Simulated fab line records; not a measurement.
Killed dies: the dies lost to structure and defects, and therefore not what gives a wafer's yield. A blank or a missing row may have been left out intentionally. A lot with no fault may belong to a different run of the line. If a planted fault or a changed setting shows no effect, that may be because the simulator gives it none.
fab line records -- flow n5Finfet
[record] lots = 4, wafers = 12, lastDay = 17
route steps=1938 shown BEOL_M4@1105 BEOL_M5@1112 PASSIVATION@1936
lots that met no fault: from a run of the same line without faults
startH: hours from the record's opening day to when the first of the lot's shown wafers began -- waitH: hours since the lot's step before -- " unchanged from the row above -- L1.1+2: a single row standing in for several wafers -- - no value present, or no start provided -- * or withheld: withheld -- < > ~ a bound
route shown NAME@n: NAME is a module with steps in the file, n the number in the route of the first one -- usual: the fault-free wafers' mean and standard deviation -- same: alike in all rows -- chamber/n: place in a boat -- sites: each site's reading -- _std_site: standard deviation of those values -- _edge_site: the outer-site mean with the inner-site mean subtracted -- radiusMm: how far each site lies from the wafer's centre -- mask NAME#n: copy n -- behind: tool/chamber where the wafer was last shaped -- hold: cause of the lot's hold/its duration in hours/its outcome -- device: which transistor (n, p or np) failed to switch -- end of line: the tests these same wafers got at the end of their route -- step lacking rows: just its recipe -- killed: not the wafer's yield, but the dies lost to structure and defects at the first sort -- map: the dies of a wafer, with x for killed, . for not killed, _ for no die there
set.NAME: the setting the step ran with; set.NAME@STEP: the setting that earlier step ran with -- model.NAME: the simulator's own value behind a step, which no gauge read
a table for each step, a row for each wafer; lots at some steps of the route
services: when a tool's chamber went out of use (startH, in hours from the record's first day, below 0 if earlier), for how many hours, and the reason
[[steps]]
[step N5_BEOL_M4_PRE_CLEAN_60]
[recipe] gas = NH3/H2, timeS = 15, tempC = *, rfPowerW = 300
[step N5_BEOL_M4_CO_CAP_55]
[recipe] material = Co, targetThkA = 20, tempC = 200, precursor = CCTBA/H2, pressureTorr = 30, timeS = 102.1
[step N5_BEOL_M4_PRE_CLEAN_56]
[recipe] gas = NH3, timeS = 15, tempC = withheld, rfPowerW = 300
[step N5_BEOL_M4_DEP_57]
[recipe] material = SiCN, targetThkA = 80, tempC = withheld, precursor = 3MS/NH3, pressureTorr = 3, rfW = 202, timeS = 14
[step N5_BEOL_M5_ILD_DEP_00]
[recipe] material = SiCOH_lowk, targetThkA = 1406.4, tempC = 300, precursor = DEMS/porogen, pressureTorr = 5, rfW = 500, timeS = 25.9
[step N5_BEOL_M5_CURE_79]
[recipe] tempC = 385, timeS = 240, ambient = He/Ar, material = SiCOH_lowk
[step N5_BEOL_M5_PECVD_70]
[recipe] material = SiO2, targetThkA = 160, tempC = 400, precursor = TEOS/O2, pressureTorr = 5.5, rfW = 450, teosFlowSccm = 53.8, gas = O2, flowSccm = 3000, timeS = 18
[step N5_BEOL_M5_HM_DEP_02]
[recipe] material = TiN, targetThkA = 200, tempC = 25, chamberPressurePa = 0.49996
[step N5_BEOL_M5_COAT_59]
[recipe] resist = SOC, tempC = 250, timeS = 60, spinRpm = 1500, resistThkNm = 60
[usual] chillPlateTempC = 23.01/0.11, plateTempC = 250.00/0.16, spinSpeedRpm = 1499.9/0.87
lot.wafer,tool,chamber,startH,waitH,chillPlateTempC,plateTempC,spinSpeedRpm,model.SOC_of_BEOL_M5_COAT_59.thkNm
L517.2,lithoTrack-02,0,249.02,2.5,23.01,249.94,1498.8,60
L517.4,lithoTrack-02,0,249.02,2.5,22.90,249.90,1499.6,59.8
L517.6,lithoTrack-02,0,249.02,2.5,23.03,249.94,1500.3,60
L526.2,lithoTrack-02,0,296.58,0.1,23.08,250.17,1320.7,63.8
L526.4,lithoTrack-02,0,296.58,0.1,23.02,250.08,1321.6,63.8
L526.5,lithoTrack-02,0,296.58,0.1,23.07,249.96,1319.9,63.8
L527.1,lithoTrack-01,0,309.61,0.1,23.05,250.09,1500.5,60
L527.4,lithoTrack-01,0,309.61,0.1,22.96,249.94,1500.4,60
L527.5,lithoTrack-01,0,309.61,0.1,23.01,249.95,1499.6,60
L528.2,lithoTrack-02,0,310.51,0.1,22.90,249.76,1320.2,64
L528.4,lithoTrack-02,0,310.51,0.1,22.89,249.76,1321.5,64.2
L528.5,lithoTrack-02,0,310.51,0.1,23.25,249.83,1320.6,64
[step N5_BEOL_M5_COAT_60]
[recipe] resist = SiARC, tempC = 220, timeS = 60, spinRpm = 1500, resistThkNm = 12
[step N5_BEOL_M5_COAT_71]
[recipe] resist = underlayer, tempC = 205, timeS = 60, spinRpm = 1500, resistThkNm = 5
[step N5_BEOL_M5_COAT_05]
[recipe] resist = CAR-EUV, spinRpm = 1500, resistThkNm = 30
[step N5_BEOL_M5_EBR_07]
[recipe] solvent = PGMEA, ebrWidthMm = 1.5
[step N5_BEOL_M5_SOFTBAKE_06]
[recipe] tempC = 110, timeS = 60, resist = CAR-EUV
[step N5_BEOL_M5_EXPOSE_08]
[recipe] maskId = M5, na = 0.33, sourceShape = annular, sigmaInner = 0.4, sigmaOuter = 0.8, polarization = unpolarized, targetCdNm = 28, doseMj = 35.75
[step N5_BEOL_M5_PEB_09]
[recipe] pebTempC = 100, pebTimeS = 60, resist = CAR-EUV
[step N5_BEOL_M5_DEVELOP_10]
[recipe] developTimeS = 30, developer = TMAH, resist = CAR-EUV, rinseLiquid = surfactantRinse, dry = airSpin, devTempC = 23
[step N5_BEOL_M5_DESCUM_16]
[recipe] chemistry = O2, timeS = 7, sourcePowerW = 50, biasPowerW = 20, pressureMtorr = 20, rfFrequencyHz = 2.712e+07, tempC = 40, resist = CAR-EUV, o2FlowSccm = 225
[step N5_BEOL_M5_ETCH_72]
[recipe] chemistry = N2/H2, target = underlayer, targetDepthA = 65, maskMaterial = CAR-EUV, timeS = 5.2, ionEnergyEv = 200, pressureMtorr = 30, sourceW = 840, biasW = 150, n2FlowSccm = 200, h2FlowSccm = 200, ends = cleared
[step N5_BEOL_M5_ETCH_61]
[recipe] chemistry = CF4, target = SiARC, targetDepthA = 156, maskMaterial = CAR-EUV, timeS = 26, ionEnergyEv = 80, pressureMtorr = 40, sourceW = 545, biasW = 36, Ar_flow_sccm = 100, cf4FlowSccm = 100, ends = cleared
[step N5_BEOL_M5_ETCH_62]
[recipe] chemistry = N2/H2, target = SOC, targetDepthA = 750, overetchA = 150, maskMaterial = SiARC, tempC = 40, timeS = 112.5, ionEnergyEv = 200, pressureMtorr = 30, sourceW = 840, biasW = 150, n2FlowSccm = 200, h2FlowSccm = 200
[usual] drypumpMotorCurrentA = 5.7/0.35, oesProductAu = 0.60/0.062, rfVppV = 523.6/2.4, showerheadPlenumPTorr = 2.53/0.082, tempC = 40.00/0.11, throttleValvePct = 17.86/0.29
lot.wafer,tool,chamber,startH,waitH,drypumpMotorCurrentA,oesProductAu,rfHoursCounterH,rfVppV,showerheadPlenumPTorr,tempC,throttleValvePct,model.etch.depthNm
L517.2,rieDiel-01,2,249.62,0.0,6.3,0.58,177,520.6,2.45,39.94,18.07,60.07
L517.4,rieDiel-01,3,249.62,0.0,5.4,0.57,195,523.3,2.52,39.95,17.91,59.86
L517.6,rieDiel-01,1,249.62,0.0,5.5,0.56,-,523.6,2.51,40.12,17.96,59.97
L526.2,rieDiel-01,2,297.17,0.0,6.2,0.60,194,520.2,2.44,40.15,18.11,63.73
L526.4,rieDiel-01,1,297.17,0.0,5.5,0.57,232,522.4,2.50,39.91,18.00,63.7
L526.5,rieDiel-01,0,297.17,0.0,5.7,0.80,-,522.4,2.50,39.90,17.18,63.79
L527.1,rieDiel-03,2,310.20,0.0,6.0,0.72,29,528.1,2.67,40.11,17.73,60.02
L527.4,rieDiel-03,0,310.20,0.0,5.7,0.56,221,526.2,2.62,40.16,17.88,60.05
L527.5,rieDiel-03,0,310.20,0.0,5.7,0.56,-,526.0,2.62,40.04,17.86,60
L528.2,rieDiel-03,2,311.10,0.0,6.0,0.75,29,528.8,2.67,40.09,17.70,63.96
L528.4,rieDiel-03,0,311.10,0.0,5.7,0.58,222,524.8,2.62,39.96,17.87,64.12
L528.5,rieDiel-03,3,311.10,0.0,5.7,0.57,-,521.2,2.38,40.05,17.73,63.93
[step N5_BEOL_M5_STRIP_63]
[recipe] chemistry = N2/H2, tempC = 40, n2FlowSccm = 200, h2FlowSccm = 200, rfFrequencyHz = 6e+07
[step N5_BEOL_M5_STRIP_73]
[recipe] chemistry = N2/H2, tempC = 40, n2FlowSccm = 200, h2FlowSccm = 200, rfFrequencyHz = 6e+07
[step N5_BEOL_M5_STRIP_64]
[recipe] chemistry = CF4, resist = SiARC, powerW = 300, biasPowerW = 75, pressureMtorr = 50, cf4FlowSccm = 150, rfFrequencyHz = 6e+07
[step N5_BEOL_M5_HM_OPEN_17]
[recipe] chemistry = Cl2/BCl3, targetDepthA = 200, overetchA = 60, target = TiN, maskMaterial = SOC, ionEnergyEv = 150, pressureMtorr = 10, icpW = 1000, biasW = 126, Cl2_flow_sccm = 53.25, bcl3FlowSccm = 21.75, Ar_flow_sccm = 25
[usual] drypumpMotorCurrentA = 5.6/0.57, oesProductAu = 0.66/0.082, throttleValvePct = 22.03/0.23
lot.wafer,tool,chamber,startH,waitH,drypumpMotorCurrentA,oesProductAu,rfHoursCounterH,throttleValvePct,model.SOC_of_BEOL_M5_COAT_59.thkNm
L517.2,rieMetal-01,1,249.79,0.0,6.2,0.62,55,21.79,52.2
L517.4,rieMetal-01,0,249.79,0.0,5.2,0.66,-,22.35,51.6
L517.6,rieMetal-01,0,249.79,0.0,5.2,0.65,-,22.35,51.8
L526.2,rieMetal-01,0,297.34,0.0,5.2,0.66,51,22.34,55.4
L526.4,rieMetal-01,1,297.34,0.0,6.2,0.61,-,21.76,55.8
L526.5,rieMetal-01,1,297.34,0.0,6.2,0.62,-,21.75,55.8
L527.1,rieMetal-03,0,310.37,0.0,5.8,0.56,105,22.06,52.4
L527.4,rieMetal-03,1,310.37,0.0,4.9,0.72,-,22.24,52.6
L527.5,rieMetal-03,0,310.37,0.0,5.8,0.56,-,22.07,52.4
L528.2,rieMetal-03,0,311.27,0.0,5.8,0.56,105,22.04,56.2
L528.4,rieMetal-03,0,311.27,0.0,5.8,0.56,-,22.04,56.4
L528.5,rieMetal-03,0,311.27,0.0,5.8,0.56,-,22.04,56.2
[step N5_BEOL_M5_STRIP_19]
[recipe] chemistry = O2, powerW = 400, tempC = 40, pressureMtorr = 30, rfFrequencyHz = 6e+07, biasPowerW = 0, overashFraction = 0.2, o2FlowSccm = 225
[step N5_PASSIVATION_PROBE_49]
[usual] defectLimitedYield = 91.8/1.5, killed_at_M0_to_M3 = 33/11, killed_at_M4_up = 13/5, killedAtContacts = 11/5.6, killedAtFrontEnd = 36/12, killedAtOther = 3.4/2.5, killedDies = 97/18, killedOpen = 64/13, killedShort = 31/6.9, sort_bin_4_leakage = 0.01/0.048, sort_bin_5_function = 4.8/1, sort_bin_6_memory = 3.1/0.64, sortNPass = 1083/18, sortYieldPct = 91.8/1.5
[same] grossDies = 1180, killedAtBackSide = 0, sort_bin_8_speed[%] = 0
lot.wafer,tool,chamber,startH,waitH,defectLimitedYield[%],killed_at_M0_to_M3,killed_at_M4_up,killedAtContacts,killedAtFrontEnd,killedAtOther,killedDies,killedOpen,killedShort,sort_bin_4_leakage[%],sort_bin_5_function[%],sort_bin_6_memory[%],sortNPass,sortYieldPct[%]
L517.2,prober-01,-,349.08,0.1,89.7,33,15,15,55,3,121,74,44,0.08,5.5,4.3,1058,89.7
L517.4,prober-01,-,349.18,0.2,91.1,41,8,20,36,0,105,72,32,0,5.3,3.4,1075,91.1
L517.6,prober-01,-,349.28,0.3,92.3,33,3,18,36,1,91,64,25,0,4.6,2.5,1089,92.3
L526.2,prober-01,-,393.32,0.1,90.7,29,23,16,35,7,110,75,33,0,6.2,2.6,1070,90.7
L526.4,prober-01,-,393.42,0.2,89.2,26,16,9,72,4,127,76,45,0,6.2,3.7,1053,89.2
L526.5,prober-01,-,393.47,0.2,89.8,28,17,9,63,3,120,74,43,0,6.0,3.8,1060,89.8
// killed by level:class
L517.2 FIN_SAQP:geometricParticle:short=18 FIN_SAQP:geometricParticle:open=12 MOL_CONTACT_COAG:geometricParticle:open=12 BEOL_M4:geometricParticle:open=11 BEOL_M2:geometricParticle:open=10 BEOL_M0_SAQP:geometricParticle:open=9 BEOL_M0_SAQP:geometricParticle:short=8 STARTING-WAFER:geometricParticle:open=6
L517.4 MOL_CONTACT_COAG:geometricParticle:open=17 BEOL_M3:geometricParticle:open=13 FIN_SAQP:geometricParticle:open=9 BEOL_M0_SAQP:geometricParticle:open=9 FIN_SAQP:geometricParticle:short=8 BEOL_M0_SAQP:geometricParticle:short=8 BEOL_M4:geometricParticle:open=5 BEOL_M2:geometricParticle:open=5
L517.6 MOL_CONTACT_COAG:geometricParticle:open=12 BEOL_M1:geometricParticle:open=9 BEOL_M3:geometricParticle:open=7 FIN_SAQP:geometricParticle:open=6 MOL_CONTACT_COAG:geometricParticle:short=6 BEOL_M0_SAQP:geometricParticle:open=5 DUMMY_GATE:geometricParticle:open=5 BEOL_M2:geometricParticle:open=5
L526.2 MOL_CONTACT_COAG:geometricParticle:open=12 BEOL_M3:geometricParticle:open=9 BEOL_M4:geometricParticle:open=8 DUMMY_GATE:geometricParticle:open=7 BEOL_M5:geometricParticle:open=7 BEOL_M0_SAQP:geometricParticle:open=6 FIN_SAQP:geometricParticle:short=5 BEOL_M2:geometricParticle:open=5
L526.4 FIN_SAQP:geometricParticle:short=16 BEOL_M2:geometricParticle:open=10 MOL_CONTACT_COAG:geometricParticle:open=9 GATE_CUT:geometricParticle:open=8 GATE_CUT:geometricParticle:short=8 FIN_SAQP:geometricParticle:open=7 STI_FIN_REVEAL:geometricParticle:open=7 HKMG_FIN:areaEtch=6
L526.5 FIN_SAQP:geometricParticle:open=20 FIN_SAQP:geometricParticle:short=14 MOL_CONTACT_COAG:geometricParticle:open=8 BEOL_M0_SAQP:geometricParticle:open=7 BEOL_M0:geometricParticle:open=7 BEOL_M0_SAQP:geometricParticle:short=6 BEOL_M4:geometricParticle:open=6 STI_FIN_REVEAL:geometricParticle:open=5
[[services]]
tool,chamber,startH,hours,kind
rieDiel-03,-,234.90,15.6,pm
rieMetal-01,0,255.82,10.7,repair
rieDiel-01,0,270.83,-,clean
rieDiel-01,0,270.83,-,consumableReplace:focusRing
rieDiel-01,0,270.83,24.0,scheduledDown
rieDiel-01,0,270.83,24.0,ventCycle
rieDiel-01,-,300.50,2.8,pm
[[key]]
[firstSign] step = N5_BEOL_M5_COAT_59, reading = spinSpeedRpm, direction = down, sigmas = 99+, usual = *, struck = *
effect none on later readings
[modelEffect] step = N5_BEOL_M5_COAT_59, value = SOC_of_BEOL_M5_COAT_59.thkNm, without = 59.93, struck = 63.93
[modelEffect] step = N5_BEOL_M5_ETCH_62, value = etch.depthNm, without = 59.94, struck = 63.87
[modelEffect] step = N5_BEOL_M5_HM_OPEN_17, value = SOC_of_BEOL_M5_COAT_59.thkNm, without = 52, struck = 55.97
metAt N5_BEOL_M5_COAT_59
struckWafers L526.2,L526.4,L526.5,L528.2,L528.4,L528.5
onsetBetween 249.02 296.58
[fault] kind = processParameterDrift, tool = lithoTrack-02, chamber = -, onsetH = 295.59, steps = N5_BEOL_M5_COAT_59, channel = spinRpm, offset = *, shape = step, endH = 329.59, actsIn = *, stated = *
